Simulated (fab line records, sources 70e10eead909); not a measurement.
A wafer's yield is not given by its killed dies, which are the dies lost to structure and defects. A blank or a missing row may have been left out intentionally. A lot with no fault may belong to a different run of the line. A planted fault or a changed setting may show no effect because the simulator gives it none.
fab line records	flow nand_harc
[record] lots = 7	wafers = 21	last_day = 24
route steps=1159 shown P_ZERO_WELL@5 END@1159
lots with no fault: from the same line, run without faults
start_h: hours from the record's opening day to when the first of the lot's shown wafers began	wait_h: hours elapsed since this lot's preceding step	" unchanged from the row above	L1.1+2: a single row standing in for several wafers	- no value present, or no start provided	* or withheld: withheld	< > ~ a bound
route shown NAME@n: names a module that has steps shown in the file, with the first one's number in the route	usual: the fault-free wafers' mean and standard deviation	same: alike in all rows	chamber/n: place in a boat	sites: each site's reading	_std_site: their standard deviation	_edge_site: mean of outer sites minus mean of inner sites	radius_mm: for every site, how far away it sits from the centre of the wafer	mask NAME#n: copy n	behind: the most recent tool/chamber to have shaped the wafer	hold: the reason the lot was held/the length of the hold in hours/how it ended	device: whichever transistor did not switch (one of n, p or np)	end of line: the same wafers' tests at the end of the route	a step without rows: its recipe alone	killed: not the wafer's yield, but the dies lost to structure and defects at the first sort	map: a wafer's dies, x killed, . not, _ none there
set.NAME: the run value of the setting; set.NAME@STEP: its run value at that earlier step	model.NAME: the simulator's own value behind a step, which no gauge read
lots at selected steps of the route; one table per step, one row per wafer
services: a tool's chamber out of use, with start hour (start_h, from the record's first day; less than 0 if before it), hours out, and reason
[[steps]]
[step NHARC_P_ZERO_WELL_DEHYDRATE_03]
[recipe] temp_c = 150	time_s = 120
[step NHARC_P_ZERO_WELL_HMDS_04]
[recipe] time_s = 30
[step NHARC_P_ZERO_WELL_COAT_64]
[recipe] temp_c = 200	time_s = 65
[step NHARC_P_ZERO_WELL_COAT_05]
[recipe] spin_rpm = 2000	resist_thk_nm = 600
[step NHARC_P_ZERO_WELL_SOFTBAKE_06]
[recipe] temp_c = 125	time_s = 70
[step NHARC_P_ZERO_WELL_EBR_07]
[step NHARC_P_ZERO_WELL_EXPOSE_08]
[recipe] na = 0.55	target_cd_nm = 500	dose_mj = 33.8	mask_id = P_ZERO
[step NHARC_P_ZERO_WELL_PEB_09]
[recipe] peb_temp_c = 128	peb_time_s = 80
[step NHARC_P_ZERO_WELL_DEVELOP_10]
[recipe] time_s = 50	dev_temp_c = 22
[step NHARC_P_ZERO_WELL_CD_MEAS_11]
[recipe] target_cd_nm = 500	landing_energy_ev = 500
[usual] cd_nm = 499.9/1.2
[same] landing_energy_ev = 500
lot.wafer	tool	chamber	start_h	wait_h	cd_nm
L256.1	cd_sem-03	0	37.25	-	500.4
L256.2	"	0	"	"	500.7
L256.4	"	0	"	"	501.7
L258.2	cd_sem-01	0	49.44	-	500.3
L258.3	"	0	"	"	500.5
L258.4	"	0	"	"	500.0
L259.1	cd_sem-01	0	55.24	-	498.9
L259.2	"	0	"	"	499.1
L259.3	"	0	"	"	499.8
L260.1	cd_sem-03	0	61.24	-	500.2
L260.2	"	0	"	"	500.2
L260.5	"	0	"	"	499.0
L261.1	cd_sem-01	0	67.24	-	499.4
L261.5	"	0	"	"	499.8
L261.6	"	0	"	"	499.8
L270.3	cd_sem-03	0	121.26	-	500.2
L270.4	"	0	"	"	500.6
L270.5	"	0	"	"	500.2
L275.1	cd_sem-01	0	151.26	-	500.2
L275.4	"	0	"	"	499.9
L275.5	"	0	"	"	498.7
[step NHARC_P_ZERO_WELL_HARDBAKE_12]
[recipe] temp_c = 118	time_s = 65
[step NHARC_P_ZERO_WELL_DESCUM_13]
[recipe] time_s = 3	o2_flow_sccm = 200	ar_flow_sccm = 0	bias_power_w = 0	chemistry = O2
[usual] drypump_motor_current_A = 5.9/0.4	oes_product_au = 1.000/0.0078	rf_vpp_V = 57.7/0.8	showerhead_plenum_p_Torr = 1.87/0.038	throttle_valve_pct = 11.310/0.0088
lot.wafer	tool	chamber	start_h	wait_h	drypump_motor_current_A	oes_product_au	rf_hours_counter_h	rf_vpp_V	showerhead_plenum_p_Torr	throttle_valve_pct
L256.2	rie_diel-09	0	37.41	-	6.1	0.995	7.6	58.0	1.85	11.313
L256.1	"	1	"	"	6.1	0.991	8.7	57.5	1.86	11.294
L256.4	"	2	"	"	6.2	0.999	8.6	58.4	1.90	11.319
L258.3	rie_diel-10	0	49.61	-	5.4	0.997	2.8	58.0	1.85	11.312
L258.2	"	2	"	"	6.0	1.000	1.7	57.8	1.88	11.300
L258.4	"	3	"	"	6.1	1.004	2.7	58.2	1.80	11.321
L259.2	rie_diel-09	0	55.39	-	6.1	1.000	9.7	58.0	1.85	11.293
L259.1	"	2	"	"	6.2	1.004	11.0	57.9	1.89	11.313
L259.3	"	3	"	"	6.2	0.997	9.8	57.1	1.98	11.297
L260.2	rie_diel-10	3	61.41	-	6.1	0.999	3.4	57.8	1.80	11.315
L260.1	"	1	"	"	5.5	1.003	2.7	58.7	1.88	11.302
L260.5	"	3	"	"	6.1	0.996	-	58.0	1.80	11.308
L261.1	rie_diel-07	1	67.41	-	5.7	1.004	0.2	57.6	1.91	11.314
L261.6	"	0	"	"	5.8	1.011	-	56.6	1.86	11.299
L261.5	"	1	"	"	5.6	1.019	-	57.3	1.91	11.309
L270.3	rie_diel-07	2	121.42	-	5.2	1.007	5.3	57.9	1.92	11.326
L270.4	"	1	"	"	5.7	1.005	5.3	57.4	1.91	11.291
L270.5	"	2	"	"	5.2	0.996	-	57.9	1.92	11.317
L275.1	rie_diel-07	0	151.42	-	5.8	1.008	7.1	58.4	1.86	11.311
L275.5	"	0	"	"	5.8	1.006	-	57.5	1.86	11.312
L275.4	"	1	"	"	5.6	0.997	-	58.2	1.91	11.312
[step NHARC_P_ZERO_WELL_ETCH_65]
[recipe] target_depth_a = 800	overetch_a = 240	time_s = 87.88	ion_energy_ev = 200	n2_flow_sccm = 150	h2_flow_sccm = 150	ar_flow_sccm = 0	rf_w = 400	bias_w = 150	chemistry = N2/H2
[usual] bias_w = 150.0/0.44	chamber_pressure_mTorr = 30.001/0.03	drypump_motor_current_A = 5.9/0.4	oes_product_au = 0.999/0.0075	rf_vpp_V = 429.4/1.5	showerhead_plenum_p_Torr = 2.00/0.045	throttle_valve_pct = 14.172/0.0097
lot.wafer	tool	chamber	start_h	wait_h	bias_w	chamber_pressure_mTorr	drypump_motor_current_A	oes_product_au	rf_hours_counter_h	rf_vpp_V	showerhead_plenum_p_Torr	throttle_valve_pct
L256.1	rie_diel-09	2	37.50	0.1	149.5	30.023	6.2	0.999	8.6	431.3	2.02	14.163
L256.2	"	0	"	"	150.0	30.013	6.1	0.991	7.6	427.7	1.97	14.159
L256.4	"	1	"	"	149.8	30.005	6.1	0.994	8.7	429.9	1.98	14.178
L258.2	rie_diel-10	2	49.70	0.1	-	-	-	-	-	-	-	-
L258.4	"	0	"	"	-	-	-	-	-	-	-	-
L258.3	"	1	"	"	-	-	-	-	-	-	-	-
L259.2	rie_diel-09	3	55.50	0.1	-	-	-	-	-	-	-	-
L259.3	"	0	"	"	-	-	-	-	-	-	-	-
L259.1	"	2	"	"	-	-	-	-	-	-	-	-
L260.1	rie_diel-10	1	61.49	0.1	-	-	-	-	-	-	-	-
L260.2	"	0	"	"	-	-	-	-	-	-	-	-
L260.5	"	1	"	"	-	-	-	-	-	-	-	-
L261.1	rie_diel-07	3	67.51	0.1	149.9	29.978	6.7	0.990	0.2	428.1	1.97	14.168
L261.5	"	1	"	"	150.0	30.014	5.7	1.002	-	430.5	2.04	14.167
L261.6	"	0	"	"	149.8	30.027	5.9	0.998	-	428.8	1.98	14.168
L270.3	rie_diel-07	0	121.52	0.1	149.7	29.974	5.8	0.999	4.9	428.3	1.98	14.182
L270.4	"	1	"	"	150.2	30.027	5.6	0.989	5.4	430.0	2.03	14.173
L270.5	"	2	"	"	149.7	29.981	5.2	1.004	-	429.3	2.04	14.175
L275.1	rie_diel-07	1	151.52	0.1	149.8	30.000	5.7	0.989	7.6	431.2	2.03	14.176
L275.5	"	2	"	"	149.6	30.001	5.2	1.007	-	429.5	2.04	14.173
L275.4	"	0	"	"	150.0	30.012	5.8	0.999	-	429.2	1.98	14.158
[step NHARC_P_ZERO_WELL_ETCH_62]
[recipe] target_depth_a = 130	time_s = 6.5	chf3_flow_sccm = 50	ar_flow_sccm = 200	rf_w = 500	bias_w = 200	chemistry = CHF3/Ar
[usual] bias_w = 199.9/0.61	chamber_pressure_mTorr = 25.002/0.023	drypump_motor_current_A = 5.9/0.4	oes_product_au = 0.961/0.018	rf_vpp_V = 369.7/1.4	showerhead_plenum_p_Torr = 2.30/0.049	throttle_valve_pct = 20.218/0.0093
lot.wafer	tool	chamber	start_h	wait_h	bias_w	chamber_pressure_mTorr	drypump_motor_current_A	oes_product_au	rf_hours_counter_h	rf_vpp_V	showerhead_plenum_p_Torr	throttle_valve_pct
L256.4	rie_diel-09	3	-	-	199.5	24.982	6.3	0.972	7.8	371.4	2.43	20.224
L256.1	"	0	"	"	199.0	25.026	6.1	0.956	7.6	368.2	2.27	20.208
L256.2	"	1	"	"	199.6	24.981	6.1	0.957	8.7	368.4	2.28	20.227
L258.3	rie_diel-10	1	49.79	0.1	199.9	25.018	5.4	0.963	1.9	371.2	2.31	20.218
L258.4	"	3	"	"	200.2	24.986	6.1	0.980	2.8	366.3	2.21	20.223
L258.2	"	0	"	"	198.3	25.035	5.4	0.953	2.8	370.2	2.27	20.223
L259.3	rie_diel-09	3	56.10	0.6	200.6	25.004	6.3	0.918	9.9	372.5	2.42	20.217
L259.2	"	0	"	"	200.0	24.992	6.0	0.915	9.8	370.1	2.27	20.225
L259.1	"	2	"	"	200.0	24.991	6.2	0.931	11.0	369.9	2.32	20.230
L260.1	rie_diel-10	3	61.59	0.1	199.3	25.045	6.1	0.940	3.4	367.4	2.21	20.215
L260.2	"	1	"	"	200.2	24.987	5.5	0.968	2.8	368.9	2.30	20.243
L260.5	"	2	"	"	199.3	24.984	6.0	0.964	-	368.5	2.31	20.210
L261.1	rie_diel-07	1	-	-	200.8	25.020	5.7	0.973	0.2	370.5	2.34	20.204
L261.5	"	1	"	"	200.6	25.018	5.7	0.965	-	370.6	2.34	20.216
L261.6	"	3	"	"	199.6	24.981	6.7	0.966	-	370.0	2.27	20.210
L270.3	rie_diel-07	1	-	-	199.4	24.989	5.6	0.981	5.4	371.0	2.34	20.210
L270.4	"	2	"	"	199.9	24.989	5.2	0.971	5.3	371.3	2.35	20.211
L270.5	"	2	"	"	199.1	25.042	5.2	0.961	-	370.8	2.35	20.203
L275.1	rie_diel-07	0	-	-	199.8	25.038	5.8	0.950	7.1	367.3	2.28	20.232
L275.5	"	2	"	"	199.7	24.982	5.2	0.969	-	370.6	2.35	20.218
L275.4	"	0	"	"	200.6	25.035	5.8	0.957	-	368.6	2.28	20.228
[step NHARC_END_SORT_01]
[recipe] temp_c = 25
[usual] killed_at_array = 29/11	killed_at_other = 0.6/0.92	killed_at_periphery = 3.2/2	killed_dies = 33/11	killed_open = 3.2/2	killed_short = 1.9/1.5
[same] gross_dies = 677
lot.wafer	tool	chamber	start_h	wait_h	killed_at_array	killed_at_other	killed_at_periphery	killed_dies	killed_open	killed_short
L259.1	prober-02	0	484.86	2.6	12	2	663	677	2	1
L259.2	prober-02	0	485.67	2.9	15	2	660	677	3	3
L259.3	prober-02	0	486.48	3.2	11	0	666	677	2	0
L258.2	prober-01	0	485.60	2.8	36	1	640	677	0	0
L258.3	prober-01	0	486.40	3.1	35	0	642	677	1	0
L258.4	prober-01	0	487.20	3.4	43	0	634	677	4	2
L260.1	prober-01	0	492.86	2.5	36	0	641	677	3	0
L260.2	prober-01	0	493.67	2.8	37	0	640	677	1	1
L260.5	prober-01	0	496.10	3.7	38	0	639	677	4	0
// killed by level:class
L259.1 P_ZERO_WELL:area_etch=659 A_STAIRCASE:chamber_film_flake=4 A_CONTACT:chamber_film_flake=3 A_CHANNEL_FILL_D1:geometric_particle:open=2 P_ZERO_WELL:chamber_film_flake=2 A_WL_FILL:chamber_film_flake=2 THIN_TSV:chamber_film_flake=2 A_CHANNEL_FILL_D1:geometric_particle:short=1
L258.2 P_ZERO_WELL:area_etch=633 A_SLIT:chamber_film_flake=13 A_CHANNEL_HOLE_D1:chamber_film_flake=12 A_SGD_CUT:chamber_film_flake=5 P_STI:chamber_film_flake=4 A_CONTACT:chamber_film_flake=3 A_STAIRCASE:chamber_film_flake=2 P_GATE:chamber_film_flake=1
L259.2 P_ZERO_WELL:area_etch=657 A_CHANNEL_HOLE_D1:chamber_film_flake=4 A_WL_FILL:geometric_particle:short=2 A_STAIRCASE:chamber_film_flake=2 A_CONTACT:chamber_film_flake=2 THIN_TSV:chamber_film_flake=2 P_M0:geometric_particle:open=1 A_ONON_D1:geometric_particle:open=1
L258.3 P_ZERO_WELL:area_etch=640 A_CHANNEL_HOLE_D1:chamber_film_flake=15 A_SLIT:chamber_film_flake=14 A_SGD_CUT:chamber_film_flake=3 P_STI:chamber_film_flake=2 A_CONTACT:chamber_film_flake=2 A_M0:geometric_particle:open=1
L259.3 P_ZERO_WELL:area_etch=662 P_ZERO_WELL:chamber_film_flake=3 A_STAIRCASE:chamber_film_flake=3 A_CHANNEL_HOLE_D1:chamber_film_flake=2 A_CONTACT:chamber_film_flake=2 P_STI:geometric_particle:open=1 A_CONTACT:geometric_particle:open=1 A_ZERO_WELL:chamber_film_flake=1
L258.4 P_ZERO_WELL:area_etch=624 A_CHANNEL_HOLE_D1:chamber_film_flake=22 A_SLIT:chamber_film_flake=9 P_STI:chamber_film_flake=5 A_CONTACT:chamber_film_flake=4 A_STAIRCASE:chamber_film_flake=3 A_CONTACT:geometric_particle:short=2 A_SGD_CUT:chamber_film_flake=2
L260.1 P_ZERO_WELL:area_etch=635 A_CHANNEL_HOLE_D1:chamber_film_flake=18 A_SLIT:chamber_film_flake=11 A_CONTACT:chamber_film_flake=5 P_STI:geometric_particle:open=1 P_GATE:geometric_particle:open=1 P_M2:geometric_particle:open=1 P_STI:chamber_film_flake=1
L260.2 P_ZERO_WELL:area_etch=639 A_CHANNEL_HOLE_D1:chamber_film_flake=17 A_SLIT:chamber_film_flake=14 A_CHANNEL_FILL_D1:chamber_film_flake=2 A_STAIRCASE:chamber_film_flake=2 P_STI:geometric_particle:open=1 A_ONON_D1:geometric_particle:short=1 A_CONTACT:chamber_film_flake=1
L260.5 P_ZERO_WELL:area_etch=636 A_CHANNEL_HOLE_D1:chamber_film_flake=19 A_SLIT:chamber_film_flake=13 P_STI:chamber_film_flake=2 A_CONTACT:chamber_film_flake=2 A_ONON_D1:geometric_particle:open=1 A_WL_FILL:geometric_particle:open=1 A_CONTACT:geometric_particle:open=1
// map L258.2 (x killed, . not)
____________x____________
_________xxxxxxx_________
_______xxxxxxxxxxx_______
______xxxxxxxxxxxxx______
_____xxxxxxxxxxxxxxx_____
____xxxxxxxxxxxxxxxxx____
____xxxxxxxxxxxxxxxxx____
___xxxxxxxxxxxxxxxxxxx___
___xxxxxxxxxxxxxxxxxxx___
__xxxxxxxxxxxxxxxxxxxxx__
__xxxxxxxxxxxxxxxxxxxxx__
_xxxxxxxxxxxxxxxxxxxxxxx_
_xxxxxxxxxxxxxxxxxxxxxxx_
_xxxxxxxxxxxxxxxxxxxxxxx_
_xxxxxxxxxxxxxxxxxxxxxxx_
_xxxxxxxxxxxxxxxxxxxxxxx_
xxxxxxxxxxxxxxxxxxxxxxxxx
xxxxxxxxxxxxxxxxxxxxxxxxx
xxxxxxxxxxxxxxxxxxxxxxxxx
xxxxxxxxxxxxxxxxxxxxxxxxx
xxxxxxxxxxxxxxxxxxxxxxxxx
_xxxxxxxxxxxxxxxxxxxxxxx_
_xxxxxxxxxxxxxxxxxxxxxxx_
_xxxxxxxxxxxxxxxxxxxxxxx_
_xxxxxxxxxxxxxxxxxxxxxxx_
_xxxxxxxxxxxxxxxxxxxxxxx_
__xxxxxxxxxxxxxxxxxxxxx__
__xxxxxxxxxxxxxxxxxxxxx__
___xxxxxxxxxxxxxxxxxxx___
___xxxxxxxxxxxxxxxxxxx___
____xxxxxxxxxxxxxxxxx____
____xxxxxxxxxxxxxxxxx____
_____xxxxxxxxxxxxxxx_____
______xxxxxxxxxxxxx______
_______xxxxxxxxxxx_______
_________xxxxxxx_________
____________x____________
// map L259.1 (x killed, . not)
____________x____________
_________xxxxxxx_________
_______xxxxxxxxxxx_______
______xxxxxxxxxxxxx______
_____xxxxxxxxxxxxxxx_____
____xxxxxxxxxxxxxxxxx____
____xxxxxxxxxxxxxxxxx____
___xxxxxxxxxxxxxxxxxxx___
___xxxxxxxxxxxxxxxxxxx___
__xxxxxxxxxxxxxxxxxxxxx__
__xxxxxxxxxxxxxxxxxxxxx__
_xxxxxxxxxxxxxxxxxxxxxxx_
_xxxxxxxxxxxxxxxxxxxxxxx_
_xxxxxxxxxxxxxxxxxxxxxxx_
_xxxxxxxxxxxxxxxxxxxxxxx_
_xxxxxxxxxxxxxxxxxxxxxxx_
xxxxxxxxxxxxxxxxxxxxxxxxx
xxxxxxxxxxxxxxxxxxxxxxxxx
xxxxxxxxxxxxxxxxxxxxxxxxx
xxxxxxxxxxxxxxxxxxxxxxxxx
xxxxxxxxxxxxxxxxxxxxxxxxx
_xxxxxxxxxxxxxxxxxxxxxxx_
_xxxxxxxxxxxxxxxxxxxxxxx_
_xxxxxxxxxxxxxxxxxxxxxxx_
_xxxxxxxxxxxxxxxxxxxxxxx_
_xxxxxxxxxxxxxxxxxxxxxxx_
__xxxxxxxxxxxxxxxxxxxxx__
__xxxxxxxxxxxxxxxxxxxxx__
___xxxxxxxxxxxxxxxxxxx___
___xxxxxxxxxxxxxxxxxxx___
____xxxxxxxxxxxxxxxxx____
____xxxxxxxxxxxxxxxxx____
_____xxxxxxxxxxxxxxx_____
______xxxxxxxxxxxxx______
_______xxxxxxxxxxx_______
_________xxxxxxx_________
____________x____________
[[services]]
tool	chamber	start_h	hours	kind
rie_diel-10	2	30.06	2.9	repair
rie_diel-07	0	30.42	-	clean
rie_diel-07	1	30.42	-	clean
rie_diel-07	2	30.42	-	clean
rie_diel-07	3	30.42	-	clean
rie_diel-09	1	44.83	23.5	repair
rie_diel-07	-	51.20	9.0	pm
rie_diel-07	0	51.20	9.0	vent_cycle
rie_diel-07	1	51.20	9.0	vent_cycle
rie_diel-07	2	51.20	9.0	vent_cycle
rie_diel-07	3	51.20	9.0	vent_cycle
rie_diel-07	0	60.20	-	clean
rie_diel-07	1	60.20	-	clean
rie_diel-07	2	60.20	-	clean
rie_diel-07	3	60.20	-	clean
rie_diel-07	2	61.90	10.6	repair
rie_diel-09	-	77.10	9.0	pm
rie_diel-07	0	84.70	-	clean
rie_diel-10	1	104.25	3.8	repair
rie_diel-07	0	105.43	8.5	repair
rie_diel-09	3	126.59	25.4	repair
rie_diel-09	1	134.57	4.0	repair
rie_diel-10	-	148.39	0.6	repair
rie_diel-07	3	149.70	3.9	repair
[[key]]
[first_sign] step = NHARC_P_ZERO_WELL_ETCH_65	reading = tool_record	direction = missing
[effect] step = NHARC_END_SORT_01	reading = killed_at_periphery	direction = up	sigmas = 99+	usual = 3.2	struck = 647.2
[more_kills_born_at] NHARC_P_ZERO_WELL_ETCH_65@rie_diel-10 = 3807	NHARC_P_ZERO_WELL_ETCH_65@rie_diel-09 = 1978
met_at NHARC_P_ZERO_WELL_ETCH_65
struck_wafers L258.2,L258.3,L258.4,L259.1,L259.2,L259.3,L260.1,L260.2,L260.5
later_rows_left_out L258.2,L258.3,L258.4,L259.1,L259.2,L259.3,L260.1,L260.2,L260.5
tester_left_out L258,L259,L260
onset_between 37.50 49.70
[fault] kind = skipped_step_whole	tool = rie_diel-09,rie_diel-10	chamber = -	onset_h = 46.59	steps = NHARC_P_ZERO_WELL_ETCH_65	scope = struck_lots_only
// tester_left_out: of these lots the tester's yield and bins aren't shown, on N5 and GAA mostly nor the transistor test; their killed dies are dies lost to structure and defects alone, not to doping, threshold or leakage, so they don't give the yield
// later_rows_left_out: the simulator's readings of these wafers behind a module that went badly wrong aren't trusted and aren't shown, but for the sort
